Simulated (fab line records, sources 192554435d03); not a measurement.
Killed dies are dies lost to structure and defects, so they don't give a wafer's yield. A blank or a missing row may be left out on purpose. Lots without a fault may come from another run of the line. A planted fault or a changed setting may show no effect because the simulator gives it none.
fab line records | flow n5_finfet | part 1 of 2: steps 1 to 25 of 32
record lots=5 wafers=15 last_day=18
route steps=1938 shown BEOL_M1@834 BEOL_M2@841
lots that met no fault: from a run of the same line without faults
start_h: hours from the record's first day to the start of the lot's first wafer shown | wait_h: hours since the lot's step before | " the same as in the row above | L1.1+2: a row that stands for several wafers | - no value, or no start given | * or withheld: withheld | < > ~ a bound
route shown NAME@n: a module of which the file shows steps, and the number in the route of the first | usual: mean/standard deviation of fault-free wafers | same: alike in all rows | chamber/n: place in a boat | sites: the reading at each site | _std_site: their standard deviation | _edge_site: outer sites' mean less inner sites' | radius_mm: how far each site lies from the wafer's centre | mask NAME#n: copy n | behind: the tool/chamber that last shaped the wafer | hold: why the lot was held/for how many hours/how that ended | device: the transistor (n, p or np) that didn't switch | end of line: the same wafers' tests at the end of the route | a step without rows: its recipe alone | killed: dies lost to structure and defects at the first sort, not the wafer's yield | map: a wafer's dies, x killed, . not, _ none there
set.NAME: the setting as run; set.NAME@STEP: as run at that earlier step | model.NAME: the simulator's own value behind a step, which no gauge read
lots at some steps of the route; a table a step, a row a wafer
services: from which hour (start_h, from the record's first day; less than 0 if before it) a tool's chamber was out of use, for how many hours, and why
## steps
# step N5_BEOL_M1_THK_MEAS_53
# recipe thk_meas_gauge=xrf reads=Cu_of_BEOL_M1_ECD_50
# usual M1_THK=40.1/1.8
# columns lot.wafer tool chamber start_h wait_h M1_THK[nm]
L082.2 film_metro-01 - 198.52 - 40.9
L082.3 " - " " 37.7
L082.6 " - " " 40.7
L084.1 film_metro-01 - 202.50 - 39.8
L084.5 " - " " 43.1
L084.6 " - " " 40.1
L091.1 film_metro-01 - 226.73 - 42.8
L091.3 " - " " 40.5
L091.5 " - " " 41.8
L092.1 film_metro-01 - 244.89 - 40.7
L092.4 " - " " 41.9
L092.5 " - " " 40.1
L097.1 film_metro-01 - 290.76 - 39.3
L097.2 " - " " 39.8
L097.6 " - " " 42.7
# step N5_BEOL_M1_PRE_CLEAN_60
# recipe gas=NH3/H2 time_s=15 temp_c=* rf_power_w=300
# usual heater_power_w=78/15
# columns lot.wafer tool chamber start_h wait_h heater_power_w
L082.2 cvd_co-01 1 198.56 0.0 59
L082.3 " 0 " " 99
L082.6 " 1 " " 58
L084.1 cvd_co-01 1 202.54 0.0 58
L084.5 " 2 " " 75
L084.6 " 0 " " 102
L091.1 cvd_co-01 0 226.76 0.0 103
L091.3 " 1 " " 58
L091.5 " 0 " " 103
L092.1 cvd_co-02 2 244.92 0.0 67
L092.4 " 0 " " 91
L092.5 " 2 " " 69
L097.1 cvd_co-01 1 290.80 0.0 59
L097.2 " 2 " " 76
L097.6 " 0 " " 103
# step N5_BEOL_M1_CO_CAP_55
# recipe material=Co target_thk_a=20 temp_c=200 precursor=CCTBA/H2 pressure_torr=30 time_s=102.1
# usual heater_power_w=227/19
# columns lot.wafer tool chamber start_h wait_h heater_power_w
L082.2 cvd_co-01 1 198.60 0.0 199
L082.3 " 0 " " 264
L082.6 " 1 " " 202
L084.1 cvd_co-01 1 202.58 0.0 198
L084.5 " 2 " " 226
L084.6 " 0 " " 254
L091.1 cvd_co-01 0 226.80 0.0 259
L091.3 " 1 " " 201
L091.5 " 0 " " 265
L092.1 cvd_co-02 2 244.96 0.0 210
L092.4 " 0 " " 244
L092.5 " 2 " " 219
L097.1 cvd_co-01 1 290.84 0.0 203
L097.2 " 2 " " 227
L097.6 " 0 " " 264
# step N5_BEOL_M1_PRE_CLEAN_56
# recipe gas=NH3 time_s=15 temp_c=withheld rf_power_w=300
# columns lot.wafer tool chamber start_h wait_h
L082.2+3+6 pecvd-02 1,0,0 198.69 0.1
L084.1+5+6 pecvd-04 0,1,0 202.67 0.1
L091.1+3+5 pecvd-04 0,2,2 226.90 0.1
L092.1+4+5 pecvd-02 2,2,1 245.06 0.1
L097.1+2+6 pecvd-04 2,1,0 290.93 0.1
# step N5_BEOL_M1_DEP_57
# recipe material=SiCN target_thk_a=80 temp_c=withheld precursor=3MS/NH3 pressure_torr=3 rf_w=202 time_s=14
# usual showerhead_plenum_p_Torr=3.660/0.015 throttle_valve_pct=9.2/0.42
# columns lot.wafer tool chamber start_h wait_h showerhead_plenum_p_Torr throttle_valve_pct
L082.2 pecvd-02 1 198.71 0.0 3.655 9.1
L082.3 " 0 " " 3.660 9.5
L082.6 " 0 " " 3.660 9.7
L084.1 pecvd-04 0 202.70 0.0 3.635 9.5
L084.5 " 1 " " 3.670 9.2
L084.6 " 0 " " 3.632 9.5
L091.1 pecvd-04 0 226.92 0.0 3.637 9.4
L091.3 " 2 " " 3.669 8.2
L091.5 " 2 " " 3.660 8.3
L092.1 pecvd-02 2 245.08 0.0 3.690 8.8
L092.4 " 2 " " 3.688 8.6
L092.5 " 1 " " 3.652 9.2
L097.1 pecvd-04 2 290.95 0.0 3.666 8.8
L097.2 " 1 " " 3.670 9.3
L097.6 " 0 " " 3.645 9.6
# step N5_BEOL_M1_RS_MEAS_58
# recipe thk_meas_gauge=four-point-probe reads=Co_of_BEOL_M1_CO_CAP_55+Cu_of_BEOL_M1_ECD_50+Co_of_BEOL_M1_CVD_47+TaN_of_BEOL_M1_ALD_84
# usual M1_RS=0.67/0.041
# columns lot.wafer tool chamber start_h wait_h M1_RS[ohm/sq]
L082.2 film_metro-01 - 198.78 0.1 0.64
L082.3 " - " " 0.72
L082.6 " - " " 0.65
L084.1 film_metro-02 - 202.76 0.0 0.67
L084.5 " - " " 0.60
L084.6 " - " " 0.66
L091.1 film_metro-02 - 226.99 0.0 0.61
L091.3 " - " " 0.66
L091.5 " - " " 0.63
L092.1 film_metro-01 - 245.15 0.0 0.66
L092.4 " - " " 0.63
L092.5 " - " " 0.67
L097.1 film_metro-01 - 291.02 0.0 0.70
L097.2 " - " " 0.68
L097.6 " - " " 0.62
# step N5_BEOL_M1_INSPECT_59
# recipe inspect_instrument=darkfield mode=post_dep
# usual raw_defect_count=82/29
# columns lot.wafer tool chamber start_h wait_h raw_defect_count
L082.2 defect_inspect-02 - 198.81 0.0 38
L082.3 " - " " 45
L082.6 " - " " 50
L084.1 defect_inspect-02 - 202.79 0.0 59
L084.5 " - " " 44
L084.6 " - " " 58
L091.1 defect_inspect-01 - 227.01 0.0 86
L091.3 " - " " 33
L091.5 " - " " 49
L092.1 defect_inspect-01 - 245.17 0.0 131
L092.4 " - " " 159
L092.5 " - " " 128
L097.1 defect_inspect-01 - 291.05 0.0 64
L097.2 " - " " 39
L097.6 " - " " 81
# step N5_BEOL_M2_ILD_DEP_00
# recipe material=SiOC target_thk_a=790 temp_c=350 precursor=DEMS/O2 pressure_torr=5 rf_w=500 time_s=15.3
# usual heater_power_w=495/60 showerhead_plenum_p_Torr=5.686/0.014 throttle_valve_pct=12.2/0.6
# columns lot.wafer tool chamber start_h wait_h heater_power_w showerhead_plenum_p_Torr throttle_valve_pct
L082.2 pecvd-01 0 198.84 0.0 481 5.674 12.5
L082.3 " 1 " " 501 5.690 11.6
L082.6 " 1 " " 487 5.682 11.8
L084.1 pecvd-02 1 202.83 0.0 436 5.673 12.3
L084.5 " 0 " " 517 5.700 12.7
L084.6 " 1 " " 440 5.681 12.1
L091.1 pecvd-03 0 227.05 0.0 405 5.686 12.2
L091.3 " 2 " " 527 5.679 11.5
L091.5 " 1 " " 434 5.695 13.2
L092.1 pecvd-03 1 245.21 0.0 457 5.694 12.8
L092.4 " 0 " " 423 5.689 12.0
L092.5 " 1 " " 481 5.697 12.9
L097.1 pecvd-01 2 291.08 0.0 532 5.668 11.3
L097.2 " 1 " " 503 5.696 11.8
L097.6 " 0 " " 523 5.686 12.5
# step N5_BEOL_M2_THK_MEAS_01
# recipe reads=SiOC_of_BEOL_M2_ILD_DEP_00
# usual M2_ILD_THK=79.2/1
# columns lot.wafer tool chamber start_h wait_h M2_ILD_THK[nm]
L082.2 film_metro-01 - 198.91 0.1 77.9
L082.3 " - " " 78.2
L082.6 " - " " 80.1
L084.1 film_metro-01 - 202.91 0.1 80.0
L084.5 " - " " 79.8
L084.6 " - " " 80.0
L091.1 film_metro-01 - 227.12 0.0 79.4
L091.3 " - " " 80.0
L091.5 " - " " 80.9
L092.1 film_metro-02 - 245.28 0.0 79.2
L092.4 " - " " 81.3
L092.5 " - " " 80.0
L097.1 film_metro-01 - 291.15 0.0 76.8
L097.2 " - " " 76.1
L097.6 " - " " 79.8
# step N5_BEOL_M2_PECVD_72
# recipe material=SiO2 target_thk_a=160 temp_c=400 precursor=TEOS/O2 pressure_torr=5.5 rf_w=450 teos_flow_sccm=53.8 gas=O2 flow_sccm=3000 time_s=18
# usual heater_power_w=732/75 showerhead_plenum_p_Torr=8.74/0.049 throttle_valve_pct=22.7/1.1
# columns lot.wafer tool chamber start_h wait_h heater_power_w showerhead_plenum_p_Torr throttle_valve_pct
L082.2 pecvd-02 1 198.95 0.0 781 8.70 22.8
L082.3 " 2 " " 839 8.88 22.9
L082.6 " 2 " " 839 8.90 23.1
L084.1 pecvd-03 2 202.95 0.0 807 8.71 21.4
L084.5 " 2 " " 799 8.75 21.4
L084.6 " 1 " " 639 8.79 24.1
L091.1 pecvd-01 1 227.15 0.0 801 8.75 22.0
L091.3 " 1 " " 777 8.70 22.0
L091.5 " 1 " " 793 8.71 22.0
L092.1 pecvd-02 1 245.32 0.0 685 8.72 22.8
L092.4 " 0 " " 803 8.75 24.0
L092.5 " 1 " " 692 8.75 22.7
L097.1 pecvd-02 2 291.19 0.0 877 8.86 21.4
L097.2 " 0 " " 719 8.75 24.0
L097.6 " 0 " " 732 8.76 23.9
# step N5_BEOL_M2_HM_DEP_02
# recipe material=TiN target_thk_a=200 temp_c=25 chamber_pressure_pa=0.49996
# usual throttle_valve_pct=30.1/0.83
# columns lot.wafer tool chamber start_h wait_h throttle_valve_pct
L082.2 pvd_sputter-03 - 199.13 0.2 29.4
L082.3 " - " " 30.2
L082.6 " - " " 29.9
L084.1 pvd_sputter-02 - 203.81 0.8 29.9
L084.5 " - " " 29.7
L084.6 " - " " 29.5
L091.1 pvd_sputter-03 - 228.71 1.5 29.3
L091.3 " - " " 30.3
L091.5 " - " " 29.9
L092.1 pvd_sputter-02 - 247.51 2.2 29.7
L092.4 " - " " 29.8
L092.5 " - " " 29.6
L097.1 pvd_sputter-01 - 291.42 0.2 30.0
L097.2 " - " " 28.2
L097.6 " - " " 30.1
# step N5_BEOL_M2_COAT_61
# recipe resist=SOC temp_c=250 time_s=60 spin_rpm=1500 resist_thk_nm=60
# columns lot.wafer tool chamber start_h wait_h
L082.2+3+6 litho_track-03 0 199.26 0.1
L084.1+5+6 litho_track-02 0 203.94 0.1
L091.1+3+5 litho_track-05 0 228.83 0.1
L092.1+4+5 litho_track-03 0 247.63 0.1
L097.1+2+6 litho_track-02 0 291.55 0.1
# step N5_BEOL_M2_COAT_62
# recipe resist=SiARC temp_c=220 time_s=60 spin_rpm=1500 resist_thk_nm=12
# columns lot.wafer tool chamber start_h wait_h
L082.2+3+6 litho_track-03 0 - -
L084.1+5+6 litho_track-02 0 - -
L091.1+3+5 litho_track-05 0 - -
L092.1+4+5 litho_track-03 0 - -
L097.1+2+6 litho_track-02 0 - -
# step N5_BEOL_M2_COAT_73
# recipe resist=underlayer temp_c=205 time_s=60 spin_rpm=1500 resist_thk_nm=5
# columns lot.wafer tool chamber start_h wait_h
L082.2+3+6 litho_track-03 0 - -
L084.1+5+6 litho_track-02 0 - -
L091.1+3+5 litho_track-05 0 - -
L092.1+4+5 litho_track-03 0 - -
L097.1+2+6 litho_track-02 0 - -
# step N5_BEOL_M2_COAT_05
# recipe resist=CAR-EUV spin_rpm=1500 resist_thk_nm=30
# columns lot.wafer tool chamber start_h wait_h
L082.2+3+6 litho_track-03 0 - -
L084.1+5+6 litho_track-02 0 - -
L091.1+3+5 litho_track-05 0 - -
L092.1+4+5 litho_track-03 0 - -
L097.1+2+6 litho_track-02 0 - -
# step N5_BEOL_M2_EBR_07
# recipe solvent=PGMEA ebr_width_mm=1.5
# columns lot.wafer tool chamber start_h wait_h
L082.2+3+6 litho_track-03 0 - -
L084.1+5+6 litho_track-02 0 - -
L091.1+3+5 litho_track-05 0 - -
L092.1+4+5 litho_track-03 0 - -
L097.1+2+6 litho_track-02 0 - -
# step N5_BEOL_M2_SOFTBAKE_06
# recipe temp_c=110 time_s=60 resist=CAR-EUV
# columns lot.wafer tool chamber start_h wait_h
L082.2+3+6 litho_track-03 0 - -
L084.1+5+6 litho_track-02 0 - -
L091.1+3+5 litho_track-05 0 - -
L092.1+4+5 litho_track-03 0 - -
L097.1+2+6 litho_track-02 0 - -
# step N5_BEOL_M2_EXPOSE_08
# recipe mask_id=M2 na=0.33 source_shape=dipole sigma_inner=0.369 sigma_outer=0.767 polarization=unpolarized dose_mj=41.25
# usual focus_offset_nm=0.0/0.62 stage_msd_nm=0.873/0.027
# columns lot.wafer tool chamber start_h wait_h mask focus_offset_nm stage_msd_nm
L082.2 euv_scanner-01 0 199.40 - M2#0 0.3 0.892
L082.3 " 0 " " M2#0 0.6 0.892
L082.6 " 0 " " M2#0 0.8 0.894
L084.1 euv_scanner-01 0 204.08 - M2#0 0.1 0.894
L084.5 " 0 " " M2#0 -0.3 0.896
L084.6 " 0 " " M2#0 -0.6 0.896
L091.1 euv_scanner-02 0 229.10 - M2#0 -0.4 0.837
L091.3 " 0 " " M2#0 -0.9 0.839
L091.5 " 0 " " M2#0 -1.2 0.836
L092.1 euv_scanner-01 0 247.90 - M2#0 -0.7 0.891
L092.4 " 0 " " M2#0 0.1 0.890
L092.5 " 0 " " M2#0 -0.2 0.889
L097.1 euv_scanner-02 0 291.68 - M2#0 0.0 0.836
L097.2 " 0 " " M2#0 0.4 0.842
L097.6 " 0 " " M2#0 0.0 0.834
# step N5_BEOL_M2_PEB_09
# recipe peb_temp_c=100 peb_time_s=60 resist=CAR-EUV
# columns lot.wafer tool chamber start_h wait_h
L082.2+3+6 litho_track-02 0 199.46 0.1
L084.1+5+6 litho_track-03 0 204.14 0.1
L091.1+3+5 litho_track-05 0 229.16 0.1
L092.1+4+5 litho_track-03 0 247.96 0.1
L097.1+2+6 litho_track-02 0 291.75 0.1
# step N5_BEOL_M2_DEVELOP_10
# recipe develop_time_s=30 developer=TMAH resist=CAR-EUV rinse_liquid=surfactant_rinse dry=air_spin dev_temp_c=23
# columns lot.wafer tool chamber start_h wait_h
L082.2+3+6 litho_track-02 0 - -
L084.1+5+6 litho_track-03 0 - -
L091.1+3+5 litho_track-05 0 - -
L092.1+4+5 litho_track-03 0 - -
L097.1+2+6 litho_track-02 0 - -
# step N5_BEOL_M2_CD_MEAS_11
# recipe target_cd_nm=16.79 landing_energy_ev=500 detector=se_inlens polarity=opening
# usual cd_nm=16.79/0.23
# columns lot.wafer tool chamber start_h wait_h cd_nm
L082.2 cd_sem-02 0 199.53 - 16.77
L082.3 " 0 " " 16.65
L082.6 " 0 " " 16.95
L084.1 cd_sem-03 0 204.21 - 16.96
L084.5 " 0 " " 16.83
L084.6 " 0 " " 17.20
L091.1 cd_sem-02 0 229.23 - 16.74
L091.3 " 0 " " 16.61
L091.5 " 0 " " 16.37
L092.1 cd_sem-02 0 248.03 - 17.05
L092.4 " 0 " " 16.99
L092.5 " 0 " " 16.83
L097.1 cd_sem-01 0 291.81 - 16.62
L097.2 " 0 " " 17.23
L097.6 " 0 " " 16.66
# step N5_BEOL_M2_OVL_MEAS_12
# recipe points_per_wafer=522
# usual M2_OVL=-0.2/0.74
# columns lot.wafer tool chamber start_h wait_h M2_OVL[nm]
L082.2 overlay-01 0 199.56 0.0 -0.7
L082.3 " 0 " " 0.8
L082.6 " 0 " " 0.3
L084.1 overlay-01 0 204.24 0.0 0.5
L084.5 " 0 " " -0.6
L084.6 " 0 " " 1.0
L091.1 overlay-01 0 229.26 0.0 -0.7
L091.3 " 0 " " -1.4
L091.5 " 0 " " -1.8
L092.1 overlay-01 0 248.06 0.0 0.2
L092.4 " 0 " " 1.0
L092.5 " 0 " " 0.3
L097.1 overlay-01 0 291.84 0.0 -1.1
L097.2 " 0 " " -0.1
L097.6 " 0 " " -0.9
# step N5_BEOL_M2_INSPECT_13
# recipe mode=adi inspect_instrument=brightfield
# usual raw_defect_count=457/100
# columns lot.wafer tool chamber start_h wait_h raw_defect_count
L082.2 defect_inspect-01 - 199.61 0.0 300
L082.3 " - " " 407
L082.6 " - " " 262
L084.1 defect_inspect-01 - 204.30 0.1 295
L084.5 " - " " 298
L084.6 " - " " 302
L091.1 defect_inspect-01 - 229.32 0.1 526
L091.3 " - " " 379
L091.5 " - " " 405
L092.1 defect_inspect-02 - 248.12 0.1 422
L092.4 " - " " 593
L092.5 " - " " 462
L097.1 defect_inspect-02 - 291.90 0.1 531
L097.2 " - " " 477
L097.6 " - " " 436
# step N5_BEOL_M2_DESCUM_16
# recipe chemistry=O2 time_s=7 source_power_w=50 bias_power_w=20 pressure_mtorr=20 rf_frequency_hz=2.712e+07 temp_c=40 resist=CAR-EUV o2_flow_sccm=225
# usual drypump_motor_current_A=5.51/0.26 o2_flow_sccm=225.0/0.66 oes_product_au=0.80/0.086 rf_vpp_V=242.6/1.3 showerhead_plenum_p_Torr=2.06/0.078 throttle_valve_pct=20.50/0.27
# columns lot.wafer tool chamber start_h wait_h drypump_motor_current_A o2_flow_sccm oes_product_au rf_hours_counter_h rf_vpp_V showerhead_plenum_p_Torr throttle_valve_pct
L082.2 rie_diel-01 2 199.65 0.0 5.93 225.5 0.84 88 243.5 2.13 20.75
L082.3 " 1 " " 5.11 224.6 0.83 82 244.9 2.12 20.39
L082.6 " 1 " " 5.12 225.3 0.82 - 241.4 2.12 20.38
L084.1 rie_diel-02 2 204.33 0.0 5.80 225.6 0.92 13 242.6 2.14 20.13
L084.5 " 0 " " 5.46 225.2 0.70 - 242.7 1.99 20.52
L084.6 " 1 " " 4.93 223.9 0.98 - 243.8 2.05 20.08
L091.1 rie_diel-02 1 229.35 0.0 4.93 224.7 0.96 12 242.8 2.05 20.08
L091.3 " 0 " " 5.44 225.1 0.69 217 240.5 1.99 20.53
L091.5 " 0 " " 5.41 225.4 0.69 - 241.7 1.99 20.53
L092.1 rie_diel-02 2 248.15 0.0 5.79 224.9 0.90 27 243.8 2.13 20.18
L092.4 " 1 " " 4.93 225.0 0.95 19 242.7 2.05 20.10
L092.5 " 3 " " 5.39 224.6 0.73 - 241.7 2.02 21.00
L097.1 rie_diel-02 3 292.15 0.2 5.37 225.2 0.72 196 242.5 2.02 21.02
L097.2 " 1 " " 4.93 224.5 0.91 33 242.9 2.04 20.12
L097.6 " 0 " " 5.43 224.8 0.67 - 241.2 1.98 20.57
# step N5_BEOL_M2_ETCH_74
# recipe chemistry=N2/H2 target=underlayer target_depth_a=65 mask_material=CAR-EUV time_s=5.2 ion_energy_ev=200 pressure_mtorr=30 source_w=840 bias_w=150 n2_flow_sccm=200 h2_flow_sccm=200 ends=cleared
# usual drypump_motor_current_A=5.52/0.27 etch_rf_on_time_s=5.10/0.13 oes_product_au=0.69/0.077 rf_vpp_V=522.8/2.8 showerhead_plenum_p_Torr=2.50/0.095 throttle_valve_pct=17.87/0.25
# columns lot.wafer tool chamber start_h wait_h drypump_motor_current_A etch_rf_on_time_s oes_product_au rf_hours_counter_h rf_vpp_V showerhead_plenum_p_Torr throttle_valve_pct
L082.2 rie_diel-01 2 199.68 0.0 5.93 5.00 0.71 88 524.9 2.57 18.09
L082.3 " 1 " " 5.11 4.92 0.73 82 525.3 2.57 17.92
L082.6 " 1 " " 5.11 4.89 0.73 - 525.7 2.57 17.91
L084.1 rie_diel-02 2 204.37 0.0 5.80 5.22 0.79 13 525.3 2.59 17.59
L084.5 " 0 " " 5.44 5.12 0.59 - 520.9 2.41 17.94
L084.6 " 1 " " 4.91 4.97 0.86 - 521.0 2.49 17.41
L091.1 rie_diel-02 1 229.38 0.0 4.91 4.99 0.84 12 523.4 2.48 17.43
L091.3 " 0 " " 5.44 5.10 0.59 217 521.2 2.41 17.95
L091.5 " 0 " " 5.41 5.11 0.59 - 520.3 2.41 17.96
L092.1 rie_diel-02 2 248.19 0.0 5.79 5.12 0.76 27 525.0 2.59 17.59
L092.4 " 1 " " 4.92 4.92 0.81 19 520.8 2.48 17.45
L092.5 " 3 " " 5.38 5.42 0.61 - 521.2 2.42 18.28
L097.1 rie_diel-02 3 292.19 0.0 5.40 5.41 0.60 196 521.9 2.42 18.33
L097.2 " 1 " " 4.93 5.00 0.80 33 520.7 2.48 17.46
L097.6 " 0 " " 5.49 5.07 0.58 - 521.0 2.40 18.03
